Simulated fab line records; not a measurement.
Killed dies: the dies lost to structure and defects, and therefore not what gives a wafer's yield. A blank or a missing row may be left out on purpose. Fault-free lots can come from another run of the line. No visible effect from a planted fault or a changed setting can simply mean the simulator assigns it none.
Split-lot experiment | flow n5Finfet | 21 wafers read from 7 lots, route of 1938 steps

## ABOUT THE SPLIT
At N5_SD_EPI_P_EPI_21 (deposits SiGe:B, time 355 s), the setting timeS was moved away from the recipe's 355 s on 4 of the 21 wafers read, by -18.3% to -8.2%. All remaining wafers had this setting at the recipe value.

## FROM THE SPLIT TO THE READING: what the file shows between them, 6 steps
- N5_SD_EPI_P_EPI_MEAS_23
- N5_SD_EPI_P_HM_STRIP_48: strips SiNx in H3PO4, material SiNx, target depth 3 nm
- N5_SD_EPI_P_SRD_49: time 30 s
- N5_SD_EPI_P_PRECLEAN_24: cleans in O3/DIW, time 45 s
- N5_SD_ACTIVATION_RTA_00: time 0 s
- N5_SD_ACTIVATION_LSA_01: time 0.0008 s

## THE READING
RS_SD_P in ohm/sq, measured at N5_SD_ACTIVATION_RS_MEAS_03 by four-point-probe. Fault-free wafers of this fab line usually give 55.8 ohm/sq, standard deviation 0.84 ohm/sq.

wafer  | tool, chamber at the split | timeS as run, s | against the recipe | RS_SD_P, ohm/sq | against lot-mates on the recipe
L079.3 | epiRpcvd-03, 0             | 355             | recipe             | 56.5            | -
L079.5 | epiRpcvd-03, 0             | 355             | recipe             | 56.2            | -
L079.6 | epiRpcvd-03, 0             | 355             | recipe             | 56.9            | -
L084.1 | epiRpcvd-02, 0             | 355             | recipe             | 56.6            | -
L084.2 | epiRpcvd-02, 0             | 355             | recipe             | 56.3            | -
L084.6 | epiRpcvd-02, 0             | 355             | recipe             | 56.7            | -
L085.2 | epiRpcvd-02, 0             | 325.8           | -8.2%              | 59.1            | +2.3
L085.5 | epiRpcvd-02, 0             | 355             | recipe             | 56.8            | -
L085.6 | epiRpcvd-02, 0             | 325.8           | -8.2%              | 60.2            | +3.4
L091.1 | epiRpcvd-03, 0             | 355             | recipe             | 55.1            | -
L091.4 | epiRpcvd-03, 0             | 355             | recipe             | 55.0            | -
L091.5 | epiRpcvd-03, 0             | 355             | recipe             | 54.9            | -
L092.3 | epiRpcvd-02, 0             | 355             | recipe             | 55.5            | -
L092.4 | epiRpcvd-02, 0             | 355             | recipe             | 54.9            | -
L092.5 | epiRpcvd-02, 0             | 289.9           | -18.3%             | 63.0            | +7.8
L096.2 | epiRpcvd-02, 0             | 355             | recipe             | 56.1            | -
L096.3 | epiRpcvd-02, 0             | 355             | recipe             | 56.9            | -
L096.4 | epiRpcvd-02, 0             | 355             | recipe             | 57.0            | -
L097.1 | epiRpcvd-03, 0             | 355             | recipe             | 55.5            | -
L097.2 | epiRpcvd-03, 0             | 300.3           | -15.4%             | 61.5            | +5.5
L097.4 | epiRpcvd-03, 0             | 355             | recipe             | 56.4            | -

FIT RESULTS
A straight line over all 21 wafers: RS_SD_P changes by -0.378 ohm/sq for each +1% of timeS; r = -0.94; the points scatter about the line by 0.74 ohm/sq.
The same after taking each lot's own level away (the mean of its wafers on the recipe; 21 wafers): -0.39 ohm/sq for each +1%; r = -0.98; scatter 0.39 ohm/sq.
According to that fit, moving timeS by its largest amount changes the reading by 7.2 ohm/sq.
Across the lots, their own levels run from 55.00 to 56.80 ohm/sq, a range of 2.1 times the standard deviation given above.
Consequently the slope shifts little with the lot-to-lot level, the two slopes agreeing.
Check: for one of the wafers moved furthest among these (-18.3%), held out of the fit, the line's prediction against its lot-mates is +6.52 ohm/sq. Against them it came out at +7.8 ohm/sq.

## THE WHOLE CHAIN: every reading that the file lists as answering this split, in the file's order
step                        | what it does                                           | reading                                                                          | change (the file's fit)               | r (the file's)
N5_SD_EPI_P_EPI_21          | deposits SiGe:B, time 355 s                            | SiGe-B_of_SD_EPI_P_EPI_21.thkNm (the simulator's own value, which no gauge read) | +0.393 nm for each +1% of the setting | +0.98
N5_SD_EPI_P_EPI_MEAS_23     |                                                        | thkNm                                                                            | withheld for each +1% of the setting  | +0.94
N5_SD_EPI_P_HM_STRIP_48     | strips SiNx in H3PO4, material SiNx, target depth 3 nm | SiGe-B_of_SD_EPI_P_EPI_21.thkNm (the simulator's own value, which no gauge read) | +0.395 nm for each +1% of the setting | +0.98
N5_SD_ACTIVATION_RS_MEAS_03 | measures by four-point-probe                           | RS_SD_P                                                                          | -0.391 for each +1% of the setting    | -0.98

## FILE'S OWN FIT
RS_SD_P changes by -0.391 ohm/sq for each +1% of timeS, r = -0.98.
